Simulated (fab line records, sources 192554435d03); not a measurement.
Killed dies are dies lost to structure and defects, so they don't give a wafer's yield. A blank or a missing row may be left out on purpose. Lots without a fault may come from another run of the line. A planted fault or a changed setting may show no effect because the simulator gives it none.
Chamber matching | flow n5_finfet | N5_MOL_CONTACT_COAG_CMP_52 on cmp-03: 4 sister chambers
The step polishes, stops on SiO2, t overpolish 1.5 s, target thk 66.5 nm. 8 wafers are shown with their chamber, then 12 later ones without.

WAFERS WITH THEIR CHAMBER
wafer  | chamber | motor_current_A (A) | overpolish_run_s (s)
L082.3 | 2       | 12.6                | 1.491
L081.3 | 2       | 13.4                | 1.483
L081.6 | 3       | 10.7                | 1.497
L083.3 | 3       | 10.5                | 1.501
L085.2 | 0       | 14.2                | 1.500
L087.3 | 0       | 13.5                | 1.505
L087.4 | 1       | 13.5                | 1.483
L087.5 | 1       | 14.7                | 1.496

WAFERS WITHOUT THEIR CHAMBER
wafer  | motor_current_A (A) | overpolish_run_s (s)
L088.1 | 14.0                | 1.502
L088.2 | 13.4                | 1.495
L088.3 | 12.4                | 1.512
L090.1 | 14.0                | 1.511
L090.2 | 10.7                | 1.510
L090.6 | 10.8                | 1.514
L096.1 | 14.1                | 1.508
L096.3 | 11.0                | 1.512
L096.5 | 14.8                | 1.485
L097.2 | 14.6                | 1.499
L097.3 | 12.0                | 1.498
L097.6 | 11.3                | 1.506

WHICH CHAMBER EACH WENT THROUGH
wafer  | from the rows above               | in truth
L088.1 | can't be placed: 0 or 1           | 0
L088.2 | can't be placed: 0 or 2 or 1      | 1
L088.3 | can't be placed: 0 or 3 or 2 or 1 | 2
L090.1 | 0                                 | 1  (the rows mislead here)
L090.2 | 3                                 | 3
L090.6 | 3                                 | 3
L096.1 | 0                                 | 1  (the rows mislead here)
L096.3 | 3                                 | 3
L096.5 | can't be placed: 1 or 2 or 0      | 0
L097.2 | can't be placed: 0 or 1           | 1
L097.3 | can't be placed: 3 or 2 or 0 or 1 | 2
L097.6 | 3                                 | 3
Placed correctly: 4 of 12. Can't be placed from these rows: 6 (the true chamber is among the candidates in 6). Placed wrongly: 2.
How it was worked out, from the rows above alone: a wafer's distance from a chamber is the root of the sum, over the readings, of the square of ((its reading less the chamber's mean) divided by the reading's scatter). The wafer belongs to the nearest chamber; if the next one is less than 2 further off, it can't be placed. A chamber's mean is the mean of its shown wafers. The scatter: the root of (the sum of the squares of (reading less its chamber's mean) over the shown wafers, divided by (wafers less chambers)).
